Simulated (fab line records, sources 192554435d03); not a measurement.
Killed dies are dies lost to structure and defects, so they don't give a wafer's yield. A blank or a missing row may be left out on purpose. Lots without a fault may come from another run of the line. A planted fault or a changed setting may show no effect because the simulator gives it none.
A struck lot beside a sound one | flow n5_finfet | 36 steps out of a route of 1938
Sound: wafers L458.1, L458.4, L458.5. Struck: wafers L467.1, L467.4, L467.5. The cause comes at the end.
At each step with rows: each side's tool, then ch and its chambers, then its first start. Under that, the readings that differ: sound wafers | struck wafers | difference of the means | sigmas: that difference in standard deviations of wafers without a fault.
alike: readings whose means differ by less than 2 such deviations, and words and numbers that are the same on both sides. not compared: withheld readings, readings that some wafer has no value for, bounds like >300 that may hide the same value, and numbers for which the record gives no deviation and whose values overlap.
The two part at a step that has a row with sigmas, a row that says differs or no value, or rows on one side only. Numbers that don't overlap but have no deviation are shown without sigmas and don't part them. A reading that every wafer of one side lacks parts them only if that side has two wafers or more.

first, 11 steps without rows for these wafers: N5_BEOL_M0_SPUTTER_116 (material Cu, target thk 4 nm, time 7.37 s); N5_BEOL_M0_ANNEAL_117 (time 60 s); N5_BEOL_M0_SPUTTER_132 (material Cu, target thk 4 nm, time 7.37 s); N5_BEOL_M0_ANNEAL_133 (time 60 s); N5_BEOL_M0_SPUTTER_134 (material Cu, target thk 4 nm, time 7.37 s); N5_BEOL_M0_ANNEAL_135 (time 60 s); N5_BEOL_M0_SPUTTER_141 (material Cu, target thk 4 nm, time 7.37 s); N5_BEOL_M0_ECD_118 (material Cu, target thk 300 nm); N5_BEOL_M0_ANNEAL_119 (time 90 s); N5_BEOL_M0_CMP_120 (polishes, stops on SiOC, t overpolish 6.9 s); N5_BEOL_M0_PRE_CLEAN_131 (time 15 s).
N5_BEOL_M0_CO_CAP_123: material Co, precursor CCTBA/H2, target thk 2 nm, time 102.1 s.
  sound on cvd_co-01 ch 0,1, day 9 00:53; struck on cvd_co-01 ch 0,1, day 11 07:31
  alike: heater_power_w
then, 23 steps without rows for these wafers: N5_BEOL_M0_PRE_CLEAN_124 (time 15 s); N5_BEOL_M0_DEP_125 (deposits SiCN from 3MS/NH3, target thk 8 nm, time 14 s); N5_BEOL_M1_ILD_DEP_00 (deposits SiOC from DEMS/O2, target thk 79 nm, time 15.3 s); N5_BEOL_M1_PECVD_72 (deposits SiO2 from TEOS/O2, target thk 16 nm, time 18 s); N5_BEOL_M1_HM_DEP_02 (deposits TiN, target thk 20 nm); N5_BEOL_M1_COAT_61 (time 60 s, resist thk 60 nm); N5_BEOL_M1_COAT_62 (time 60 s, resist thk 12 nm); N5_BEOL_M1_COAT_73 (time 60 s, resist thk 5 nm); N5_BEOL_M1_COAT_05 (resist thk 30 nm); N5_BEOL_M1_EBR_07; N5_BEOL_M1_SOFTBAKE_06 (time 60 s); N5_BEOL_M1_EXPOSE_08 (exposes mask M1); N5_BEOL_M1_PEB_09 (peb time 60 s); N5_BEOL_M1_DEVELOP_10 (develop time 30 s); N5_BEOL_M1_DESCUM_16 (chemistry O2, time 7 s); N5_BEOL_M1_ETCH_74 (etches underlayer in N2/H2, target depth 6.5 nm, time 5.2 s); N5_BEOL_M1_ETCH_63 (etches SiARC in CF4, target depth 15.6 nm, time 26 s); N5_BEOL_M1_ETCH_64 (etches SOC in N2/H2, target depth 75 nm, overetch 15 nm, time 112.5 s); N5_BEOL_M1_STRIP_65 (strips in N2/H2); N5_BEOL_M1_STRIP_75 (strips in N2/H2); N5_BEOL_M1_STRIP_66 (strips in CF4); N5_BEOL_M1_HM_OPEN_17 (chemistry Cl2/BCl3, target TiN, target depth 20 nm, overetch 6 nm); N5_BEOL_M1_STRIP_19 (strips in O2).
-- the record jumps here: 6 days lie between the struck wafers' starts before and after (it left off in module BEOL_M1 and takes up again in module PASSIVATION, whose first step shown is number 1936 of the route) --
N5_PASSIVATION_PROBE_49:
  sound on prober-02, day 15 03:35; struck on prober-01, day 17 13:57
  reading                  | sound     | struck            | difference | sigmas
  defect_limited_yield (%) | 91.4 91.4 | 83.1 82.2 84.0    | -8.3       | -6
  killed_at_M0_to_M3       | 15 26     | 145 139 140       | +121       | +11
  killed_dies              | 102 101   | 199 210 189       | +98        | +6
  sort_bin_5_function (%)  | 4.8 5.4   | 11.8 10.6 10.6    | +5.9       | +6
  sort_bin_8_speed (%)     | 0 0       | 83.14 82.20 83.98 | +83.11     | +99 or more
  sort_n_pass              | 1078 1079 | 0 0 0             | -1078      | -63
  sort_yield_pct (%)       | 91.4 91.4 | 0 0 0             | -91        | -61
  alike: killed_at_M4_up, killed_at_contacts, killed_at_front_end, killed_at_other, killed_open, killed_short, sort_bin_6_memory

WHERE THEY PART
Only at N5_PASSIVATION_PROBE_49, within this record.

WHY: what the simulator had put in
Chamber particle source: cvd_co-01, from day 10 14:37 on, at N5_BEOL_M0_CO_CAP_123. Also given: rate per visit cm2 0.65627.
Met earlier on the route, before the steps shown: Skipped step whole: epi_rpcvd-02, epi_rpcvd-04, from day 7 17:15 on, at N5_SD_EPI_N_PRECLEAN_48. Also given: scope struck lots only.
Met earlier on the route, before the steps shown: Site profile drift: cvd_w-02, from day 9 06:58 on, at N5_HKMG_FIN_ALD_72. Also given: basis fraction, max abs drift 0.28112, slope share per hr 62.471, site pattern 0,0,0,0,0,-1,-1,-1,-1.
